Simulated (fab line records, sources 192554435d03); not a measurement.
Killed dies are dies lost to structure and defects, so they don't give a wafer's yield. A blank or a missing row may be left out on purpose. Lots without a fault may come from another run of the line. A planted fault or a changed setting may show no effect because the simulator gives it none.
fab line records | flow n5_finfet
record lots=7 wafers=21 last_day=18
route steps=1938 shown SDB@370 DUMMY_REMOVAL@377 BEOL_M4@1111
lots that met no fault: from a run of the same line without faults
start_h: hours from the record's first day to the start of the lot's first wafer shown | wait_h: hours since the lot's step before | " the same as in the row above | L1.1+2: a row that stands for several wafers | - no value, or no start given | * or withheld: withheld | < > ~ a bound
route shown NAME@n: a module of which the file shows steps, and the number in the route of the first | usual: mean/standard deviation of fault-free wafers | same: alike in all rows | chamber/n: place in a boat | sites: the reading at each site | _std_site: their standard deviation | _edge_site: outer sites' mean less inner sites' | radius_mm: how far each site lies from the wafer's centre | mask NAME#n: copy n | behind: the tool/chamber that last shaped the wafer | hold: why the lot was held/for how many hours/how that ended | device: the transistor (n, p or np) that didn't switch | end of line: the same wafers' tests at the end of the route | a step without rows: its recipe alone | killed: dies lost to structure and defects at the first sort, not the wafer's yield | map: a wafer's dies, x killed, . not, _ none there
set.NAME: the setting as run; set.NAME@STEP: as run at that earlier step | model.NAME: the simulator's own value behind a step, which no gauge read
lots at some steps of the route; a table a step, a row a wafer
services: from which hour (start_h, from the record's first day; less than 0 if before it) a tool's chamber was out of use, for how many hours, and why
## steps
# step N5_SDB_PRECLEAN_38
# recipe chemistry=dHF time_s=10 dilution=750:1 temp_c=25
# step N5_SDB_PRECLEAN_39
# recipe chemistry=O3/DIW time_s=45 temp_c=22 o3_ppm=10
# step N5_SDB_SRD_28
# recipe dry=ipa_marangoni time_s=30 temp_c=23 rinse_liquid=diw
# step N5_SDB_ALD_29
# recipe material=SiNx target_thk_a=300 temp_c=400 ald_precursor_family=SiH2I2 ald_co_reactant=N2/H2-plasma pulse_time_s=1 ald_cycles=600 purge_time_s=2 co_reactant_purge_time_s=2 pressure_torr=2
# usual heater_power_w=824/48 precursor_pulse_height_rel=1.000/0.022 susceptor_temp_C=400.01/0.22
# same ald_cycles=600
# columns lot.wafer tool chamber start_h wait_h heater_power_w precursor_pulse_height_rel susceptor_temp_C
L287.2 ald_sin-01 0 110.41 0.0 853 1.019 399.89
L287.3 " 2 " " 927 0.999 400.02
L287.5 " 3 111.76 1.4 778 0.996 399.92
L289.1 ald_sin-02 2 124.84 0.1 766 1.007 400.04
L289.3 " 0 " " 906 1.010 400.37
L289.4 " 1 " " 824 0.973 400.17
L295.3 ald_sin-02 1 159.36 0.0 827 1.011 400.31
L295.4 " 3 " " 816 1.029 399.62
L295.6 " 0 160.71 1.4 936 1.003 399.69
L297.3 ald_sin-02 3 171.56 0.0 828 1.031 400.22
L297.4 " 2 " " 766 0.988 400.11
L297.6 " 0 172.91 1.4 946 1.005 400.11
L298.4 ald_sin-04 2 182.13 0.9 826 1.031 400.04
L298.5 " 0 183.48 2.3 811 0.967 399.95
L298.6 " 1 " " 815 0.945 400.49
L299.2 ald_sin-02 0 185.96 1.5 937 1.017 400.35
L299.3 " 3 " " 826 1.005 399.33
L299.6 " 2 187.31 2.9 770 0.977 400.02
L303.2 ald_sin-04 1 207.96 0.0 808 0.964 399.66
L303.3 " 3 " " 814 0.984 400.45
L303.4 " 2 " " 835 1.007 399.82
# step N5_SDB_CMP_30
# recipe stop_on=poly-Si t_overpolish_s=1.54 post_cmp_clean=alkaline_brush down_force_psi=4.1491 platen_rpm=51.796 pad_velocity_m_s=1.0306 target_thk_nm=30
# usual motor_current_A=12.1/1.2 overpolish_run_s=1.540/0.0089 slurry_filter_dp_kPa=13.49/0.13 time_to_endpoint_s=18/3.3
# columns lot.wafer tool chamber start_h wait_h motor_current_A overpolish_run_s slurry_filter_dp_kPa time_to_endpoint_s
L287.2 cmp-04 3 113.18 1.4 13.9 1.543 13.76 20
L287.3 " 0 " " 12.0 1.541 13.54 22
L287.5 " 2 " " 11.8 1.534 13.30 21
L289.4 cmp-02 0 127.57 1.4 11.1 1.527 13.26 17
L289.3 " 2 " " 13.2 1.539 13.43 15
L289.1 " 3 " " 11.2 1.542 13.50 15
L295.4 cmp-04 0 162.13 1.4 12.8 1.529 13.70 18
L295.3 " 1 " " 10.2 1.541 13.58 19
L295.6 " 0 " " 12.9 1.554 13.63 18
L297.4 cmp-01 2 174.29 1.4 12.3 1.542 13.36 16
L297.3 " 3 " " 14.6 1.530 13.69 23
L297.6 " 3 " " 12.9 1.537 13.53 24
L298.4 cmp-01 1 184.87 1.4 11.1 1.537 13.58 15
L298.6 " 1 " " 10.6 1.547 13.39 17
L298.5 " 2 " " 11.7 1.549 13.53 15
L299.2 cmp-01 1 188.73 1.4 10.6 1.524 13.57 15
L299.3 " 3 " " 13.1 1.536 13.52 20
L299.6 " 1 " " 10.7 1.549 13.42 15
L303.4 cmp-04 2 210.69 1.4 12.1 1.544 13.40 16
L303.3 " 3 " " 13.9 1.548 13.38 17
L303.2 " 1 " " 10.8 1.539 13.51 18
# step N5_SDB_THK_MEAS_31
# recipe reads=a-Si_of_DUMMY_GATE_CVD_03
# usual SDB_THK=64.1/1.1
# columns lot.wafer tool chamber start_h wait_h SDB_THK[nm]
L287.2 film_metro-02 - 113.44 - 62.9
L287.3 " - " " 63.0
L287.5 " - " " 62.8
L289.1 film_metro-01 - 127.87 - 64.4
L289.3 " - " " 64.2
L289.4 " - " " 64.4
L295.3 film_metro-01 - 162.39 - 65.4
L295.4 " - " " 64.7
L295.6 " - " " 64.5
L297.3 film_metro-01 - 174.59 - 64.5
L297.4 " - " " 64.8
L297.6 " - " " 63.9
L298.4 film_metro-02 - 185.16 - 64.2
L298.5 " - " " 64.3
L298.6 " - " " 65.5
L299.2 film_metro-01 - 188.99 - 64.2
L299.3 " - " " 62.8
L299.6 " - " " 63.8
L303.2 film_metro-01 - 210.99 - 63.5
L303.3 " - " " 63.0
L303.4 " - " " 63.0
# step N5_SDB_INSPECT_36
# recipe inspect_instrument=darkfield mode=post_cmp
# usual raw_defect_count=36/15
# columns lot.wafer tool chamber start_h wait_h raw_defect_count
L287.2 defect_inspect-02 - 113.46 0.0 30
L287.3 " - " " 36
L287.5 " - " " 40
L289.1 defect_inspect-01 - 127.89 0.0 20
L289.3 " - " " 65
L289.4 " - " " 31
L295.3 defect_inspect-02 - 162.42 0.0 20
L295.4 " - " " 32
L295.6 " - " " 34
L297.3 defect_inspect-02 - 174.61 0.0 48
L297.4 " - " " 19
L297.6 " - " " 19
L298.4 defect_inspect-01 - 185.19 0.0 35
L298.5 " - " " 49
L298.6 " - " " 67
L299.2 defect_inspect-01 - 189.01 0.0 53
L299.3 " - " " 34
L299.6 " - " " 36
L303.2 defect_inspect-02 - 211.01 0.0 49
L303.3 " - " " 46
L303.4 " - " " 30
# step N5_DUMMY_REMOVAL_HM_STRIP_01
# recipe chemistry=CH3F/O2 material=SiNx target_depth_a=40 stop_on=poly-Si time_s=6.8 over_etch_frac=0.3 ion_energy_ev=60 power_w=410 bias_w=29 Ar_flow_sccm=150 CH3F_flow_sccm=30 O2_flow_sccm=20
# usual drypump_motor_current_A=5.6/0.44 oes_product_au=0.61/0.043 rf_vpp_V=127.5/0.92 showerhead_plenum_p_Torr=2.00/0.051 throttle_valve_pct=16.41/0.13
# columns lot.wafer tool chamber start_h wait_h drypump_motor_current_A oes_product_au rf_hours_counter_h rf_vpp_V showerhead_plenum_p_Torr throttle_valve_pct
L287.2 rie_diel-04 1 113.52 0.1 5.6 0.64 99 127.3 2.01 16.57
L287.3 " 3 " " 5.0 0.56 223 127.5 1.98 16.55
L287.5 " 3 " " 5.0 0.56 - 125.4 1.98 16.57
L289.1 rie_diel-05 2 127.94 0.0 5.3 0.61 161 127.6 2.00 16.25
L289.3 " 1 " " 5.5 0.59 174 126.5 1.98 16.39
L289.4 " 3 " " 5.8 0.62 147 127.6 1.99 16.32
L295.3 rie_diel-03 0 162.46 0.0 5.4 0.70 52 126.5 1.95 16.24
L295.4 " 2 " " 5.1 0.54 244 128.1 2.06 16.33
L295.6 " 1 " " 5.1 0.61 - 127.9 2.00 16.34
L297.3 rie_diel-05 0 174.64 0.0 5.8 0.59 189 128.8 2.07 16.46
L297.4 " 3 " " 5.8 0.60 162 126.0 1.98 16.36
L297.6 " 0 " " 5.8 0.58 - 127.1 2.07 16.47
L298.4 rie_diel-05 1 185.22 0.0 5.5 0.57 192 126.8 1.98 16.43
L298.5 " 1 " " 5.6 0.58 - 127.2 1.98 16.41
L298.6 " 0 " " 5.8 0.59 - 128.4 2.07 16.45
L299.2 rie_diel-04 3 189.05 0.0 5.0 0.55 238 127.9 1.98 16.58
L299.3 " 1 " " 5.5 0.64 114 128.4 2.01 16.59
L299.6 " 2 " " 6.5 0.55 - 126.7 1.90 16.39
L303.2 rie_diel-05 3 211.05 0.0 5.8 0.61 171 126.6 1.98 16.39
L303.3 " 1 " " 5.6 0.58 198 127.5 1.98 16.43
L303.4 " 2 " " 5.3 0.59 184 126.5 1.99 16.27
# step N5_DUMMY_REMOVAL_STRIP_10
# recipe chemistry=N2/H2 time_s=40 power_w=100 temp_c=40 pressure_mtorr=100 rf_frequency_hz=6e+07 bias_power_w=3 n2_flow_sccm=300 h2_flow_sccm=300
# usual drypump_motor_current_A=5.6/0.44 oes_product_au=0.75/0.054 rf_vpp_V=45.4/0.93 showerhead_plenum_p_Torr=3.38/0.081 throttle_valve_pct=12.31/0.12
# columns lot.wafer tool chamber start_h wait_h drypump_motor_current_A oes_product_au rf_hours_counter_h rf_vpp_V showerhead_plenum_p_Torr throttle_valve_pct
L287.2 rie_diel-04 1 113.56 0.0 5.5 0.81 99 44.3 3.39 12.37
L287.3 " 3 " " 5.0 0.70 223 45.0 3.31 12.34
L287.5 " 3 " " 5.0 0.70 - 45.9 3.31 12.30
L289.1 rie_diel-05 2 127.98 0.0 5.3 0.74 161 46.0 3.36 12.12
L289.3 " 1 " " 5.6 0.72 174 46.2 3.38 12.37
L289.4 " 3 " " 5.9 0.76 147 44.3 3.39 12.46
L295.3 rie_diel-03 0 162.49 0.0 5.5 0.87 52 44.8 3.30 12.08
L295.4 " 2 " " 5.1 0.67 244 45.4 3.44 12.24
L295.6 " 1 " " 5.1 0.78 - 44.8 3.36 12.19
L297.3 rie_diel-05 0 174.68 0.0 5.8 0.73 189 44.6 3.48 12.35
L297.4 " 3 " " 5.9 0.74 162 46.1 3.38 12.48
L297.6 " 0 " " 5.8 0.73 - 45.1 3.48 12.36
L298.4 rie_diel-05 1 185.25 0.0 5.5 0.71 192 45.3 3.37 12.42
L298.5 " 1 " " 5.5 0.72 - 43.9 3.37 12.41
L298.6 " 0 " " 5.8 0.73 - 44.9 3.48 12.35
L299.2 rie_diel-04 3 189.08 0.0 5.0 0.69 238 45.9 3.30 12.37
L299.3 " 1 " " 5.5 0.79 114 46.0 3.38 12.41
L299.6 " 2 " " 6.5 0.68 - 43.6 3.21 12.42
L303.2 rie_diel-05 3 211.08 0.0 5.8 0.74 171 45.6 3.38 12.52
L303.3 " 1 " " 5.6 0.72 198 44.5 3.37 12.43
L303.4 " 2 " " 5.3 0.72 184 47.0 3.35 12.17
# step N5_DUMMY_REMOVAL_PRECLEAN_07
# recipe chemistry=dHF time_s=30 temp_c=25 dilution=withheld
# step N5_DUMMY_REMOVAL_DUMMY_REMOVE_02
# recipe chemistry=TMAH temp_c=70 target=poly-Si stop_on=SiO2 target_depth_nm=142 conc_wt_pct=5 time_s=57 dry=ipa_marangoni rinse_time_s=30 rinse_temp_c=23
# step N5_DUMMY_REMOVAL_INSPECT_06
# recipe inspect_instrument=brightfield mode=aei
# usual raw_defect_count=12/5.7
# columns lot.wafer tool chamber start_h wait_h raw_defect_count
L287.2 defect_inspect-02 - 113.72 0.0 11
L287.3 " - " " 9
L287.5 " - " " 7
L289.1 defect_inspect-02 - 128.14 0.0 7
L289.3 " - " " 12
L289.4 " - " " 9
L295.3 defect_inspect-02 - 162.66 0.0 10
L295.4 " - " " 18
L295.6 " - " " 10
L297.3 defect_inspect-01 - 174.84 0.0 11
L297.4 " - " " 7
L297.6 " - " " 6
L298.4 defect_inspect-02 - 185.42 0.0 16
L298.5 " - " " 10
L298.6 " - " " 15
L299.2 defect_inspect-02 - 189.24 0.0 8
L299.3 " - " " 14
L299.6 " - " " 11
L303.2 defect_inspect-02 - 211.24 0.0 19
L303.3 " - " " 6
L303.4 " - " " 10
# step N5_DUMMY_REMOVAL_PRECLEAN_08
# recipe chemistry=NF3:NH3 afs_cycles=2 temp_c=30 time_s=20 sublimation_temp_c=180 sublimation_time_s=60 pressure_torr=3 rf_power_w=30
# usual time_s=20/0
# columns lot.wafer tool chamber start_h wait_h time_s
L287.2 remote_plasma-01 0 113.79 0.1 20
L287.3 " 0 " " 20
L287.5 " 0 " " 20
L289.1 remote_plasma-02 1 128.17 0.0 20
L289.3 " 1 " " 20
L289.4 " 1 " " 20
L295.3 remote_plasma-01 1 162.76 0.1 20
L295.4 " 1 " " 20
L295.6 " 1 " " 20
L297.3 remote_plasma-02 1 174.94 0.1 23.715
L297.4 " 1 " " 23.715
L297.6 " 1 " " 23.715
L298.4 remote_plasma-02 1 185.54 0.1 23.715
L298.5 " 1 " " 23.715
L298.6 " 1 " " 23.715
L299.2 remote_plasma-02 0 189.31 0.1 23.715
L299.3 " 0 " " 23.715
L299.6 " 0 " " 23.715
L303.2 remote_plasma-01 1 211.31 0.1 20
L303.3 " 1 " " 20
L303.4 " 1 " " 20
# step N5_DUMMY_REMOVAL_PRECLEAN_04
# recipe chemistry=DHF time_s=37 temp_c=25 dilution=500:1
# step N5_BEOL_M4_RC_MEAS_101
# usual DIBL_N=36.2/1.6 DIBL_P=36.1/2 IOFF_N=0.16/0.032 IOFF_P=0.22/0.036 ION_N=672/11 ION_P=463/7.5 SS_N=71.4/0.58 SS_P=73.2/0.67 VT_N=250/3.3 VT_P=-250/3.3
# columns lot.wafer tool chamber start_h wait_h DIBL_N[mV/V] DIBL_P[mV/V] IOFF_N[nA/um] IOFF_P[nA/um] ION_N[uA/um] ION_P[uA/um] SS_N[mV/dec] SS_P[mV/dec] VT_N[mV] VT_P[mV]
L287.2 prober-02 0 213.60 0.2 34.2 35.1 0.14 0.18 670 456 70.9 73.0 251 -256
L287.3 " 0 " " 35.7 36.1 0.17 0.19 671 453 71.5 73.5 248 -253
L287.5 " 0 " " 34.4 34.1 0.13 0.17 661 449 71.0 73.1 253 -258
L289.1 prober-02 0 224.54 0.0 37.1 38.6 0.16 0.26 656 467 71.9 73.2 249 -246
L289.3 " 0 " " 38.7 39.4 0.18 0.27 671 465 71.2 73.7 249 -245
L289.4 " 0 " " 39.2 39.8 0.20 0.29 674 468 71.9 74.0 247 -245
L295.3 prober-02 0 270.54 0.3 38.1 39.2 0.21 0.26 676 460 71.8 74.0 244 -247
L295.4 " 0 " " 38.1 38.5 0.19 0.26 684 460 72.0 73.7 248 -246
L295.6 " 0 " " 38.0 38.3 0.22 0.26 690 469 71.6 74.0 242 -244
L297.3 prober-02 0 273.44 0.3 36.1 36.8 0.14 0.22 652 458 71.3 73.0 257 -250
L297.4 " 0 " " 37.1 38.1 0.15 0.23 671 457 71.6 72.9 253 -249
L297.6 " 0 " " 36.2 36.9 0.15 0.22 663 466 71.6 72.7 253 -250
L298.4 prober-02 0 286.61 0.5 35.7 36.8 0.17 0.26 680 466 71.4 73.1 247 -246
L298.5 " 0 " " 33.6 33.9 0.13 0.22 664 464 71.0 72.9 252 -248
L298.6 " 0 " " 34.4 34.5 0.15 0.22 689 475 71.0 72.5 249 -248
L299.2 prober-02 0 317.48 0.2 39.4 37.6 0.25 0.23 679 458 73.6 73.9 245 -249
L299.3 " 0 " " 38.4 37.7 0.20 0.24 666 453 72.5 73.9 249 -250
L299.6 " 0 " " 36.8 35.9 0.18 0.20 672 454 72.5 73.7 247 -253
L303.2 prober-02 0 340.00 0.2 36.9 38.3 0.17 0.23 675 469 71.6 73.0 249 -251
L303.3 " 0 " " 34.1 34.9 0.12 0.19 668 464 71.0 72.4 254 -252
L303.4 " 0 " " 34.5 35.5 0.14 0.19 671 463 71.1 72.4 250 -250
## services
# columns tool chamber start_h hours kind
ald_sin-04 0 99.71 - clean
ald_sin-04 1 99.71 - clean
ald_sin-04 2 99.71 - clean
ald_sin-04 3 99.71 - clean
cmp-01 - 102.37 1.4 repair
ald_sin-01 - 114.67 2.8 pm
cmp-02 - 116.34 7.8 repair
rie_diel-04 - 118.88 14.6 pm
ald_sin-04 0 125.72 10.5 repair
cmp-04 - 142.39 1.4 repair
cmp-04 - 143.81 4.8 pm
ald_sin-01 - 157.02 14.6 pm
cmp-02 - 157.69 4.0 pm
rie_diel-04 3 164.80 1.4 repair
cmp-04 - 167.40 3.8 repair
ald_sin-01 - 176.75 14.0 pm
remote_plasma-02 - 181.22 3.8 repair
cmp-04 - 182.93 1.8 repair
rie_diel-03 2 186.93 - clean
cmp-04 - 188.59 1.0 repair
rie_diel-03 1 194.09 2.4 repair
ald_sin-01 2 197.06 3.2 repair
cmp-04 - 197.14 0.6 repair
cmp-01 - 209.41 4.0 pm
## key
first_sign step=N5_DUMMY_REMOVAL_PRECLEAN_08 reading=time_s direction=up sigmas=99+ usual=* struck=*
effect none on later readings
met_at N5_DUMMY_REMOVAL_PRECLEAN_08
struck_wafers L297.3,L297.4,L297.6,L298.4,L298.5,L298.6,L299.2,L299.3,L299.6
onset_between 128.17 174.94
fault kind=process_parameter_drift tool=remote_plasma-02 chamber=- onset_h=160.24 steps=N5_DUMMY_REMOVAL_PRECLEAN_08 channel=time_s offset=* shape=step end_h=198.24 acts_in=* stated=*
